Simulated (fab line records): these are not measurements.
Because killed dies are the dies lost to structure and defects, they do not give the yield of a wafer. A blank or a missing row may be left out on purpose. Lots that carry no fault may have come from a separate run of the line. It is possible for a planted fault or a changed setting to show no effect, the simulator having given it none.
8D (eight disciplines) problem report, filled in by code -- flow n5_finfet -- the parts of the form that need people (team, actions taken, sign-off) are left out

1. WHAT IS WRONG
A mean of 1.25 a.u. is read at N5_BEOL_M10_ETCH_41 for oes_product_au, taken on 1 wafer of 1 lot, against 0.80 a.u. (standard deviation 0.082) on wafers free of any fault. Measured from the usual mean, that is +5.5 standard deviations.
The step: etches SiCN in CH3F/O2, target depth 42.6 nm, time 86 s.
The first sign was on wafer L709.5 at day 15 20:17, on rie_diel-05. Wafers with a number at this step in the record: 29, from 10 lots. Rule for "out", or "out of limits": more than 4 standard deviations from the usual mean. Any other wafer with a number is counted as sound.

2. WHAT IT IS AND WHAT IT IS NOT
question,is,is not
which readings at this step,oes_product_au,"drypump_motor_current_A, rf_vpp_V, showerhead_plenum_p_Torr, throttle_valve_pct"
which lots,L709,"L687, L688, L690, L692, L693, L696, L697, L698, L700"
which wafers of those lots,L709.5,L709.4
read on which tools,rie_diel-05,"rie_diel-02, rie_diel-06"
when,from day 15 20:17,up to then (28 sound wafers)

3. SUSPECTS, AND WHAT RULES EACH OUT
Counting: any tool at a process step up to the reading remains a suspect provided it ran every lot that is out. Sound lots after the first of them don't rule it out here, since some wafers of a struck lot are sound.
- rie_diel-06 at N5_BEOL_M10_DESCUM_16 (chemistry O2, time 7.9 s): kept. It ran the lot that is out, L709 (day 15 18:36); its last sound lot up to then is L700 (day 13 16:06).
- rie_diel-06 at N5_BEOL_M10_STRIP_67 (strips in CF4): kept. It ran the lot that is out, L709 (day 15 18:50); its last sound lot up to then is L700 (day 13 16:20).
- rie_diel-05 at N5_BEOL_M10_ETCH_41 (etches SiCN in CH3F/O2, target depth 42.6 nm, time 86 s): kept. It ran the lot that is out, L709 (day 15 20:17); its last sound lot up to then is L698 (day 13 15:14). On those wafers its own readings are out: oes_product_au.
- At N5_BEOL_M10_DESCUM_16 on rie_diel-06, chamber 3 took the sound wafers of the same lots and chamber 1 took the wafers that are out.
- At N5_BEOL_M10_STRIP_67 on rie_diel-06, chamber 3 took the sound wafers of the same lots and chamber 1 took the wafers that are out.
The count leaves rie_diel-06 at N5_BEOL_M10_DESCUM_16, rie_diel-06 at N5_BEOL_M10_STRIP_67, and rie_diel-05 at N5_BEOL_M10_ETCH_41.

4. THE CAUSE (what the simulator had put in)
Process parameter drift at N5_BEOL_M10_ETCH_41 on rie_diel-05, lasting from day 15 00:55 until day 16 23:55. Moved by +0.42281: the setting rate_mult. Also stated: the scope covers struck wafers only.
Counting leaves 3 suspects; this tool is one of them.

5. SEQUENCE OF EFFECTS, ordered by route
Rows list readings where the struck wafers' mean (over those with a number) sits beyond 3 standard deviations from the usual. Only readings whose record carries a usual standard deviation are examined. hours: median over the lots of the time between each lot's start at the first step of this table that gives one and its start at this step. sigmas: the change, counted in usual standard deviations.
hours,step,reading,usual,on struck wafers,change,sigmas
0,N5_BEOL_M10_ETCH_41,oes_product_au,0.80 a.u.,1.25,+0.45,+5.5
It contains these process steps:
- N5_BEOL_M10_ETCH_41: etches SiCN in CH3F/O2, target depth 42.6 nm, time 86 s.

6. WHAT WOULD HAVE CAUGHT IT SOONER
The fault began at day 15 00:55; the first out-of-limits reading in this record came at day 15 20:17, 19 hours later.
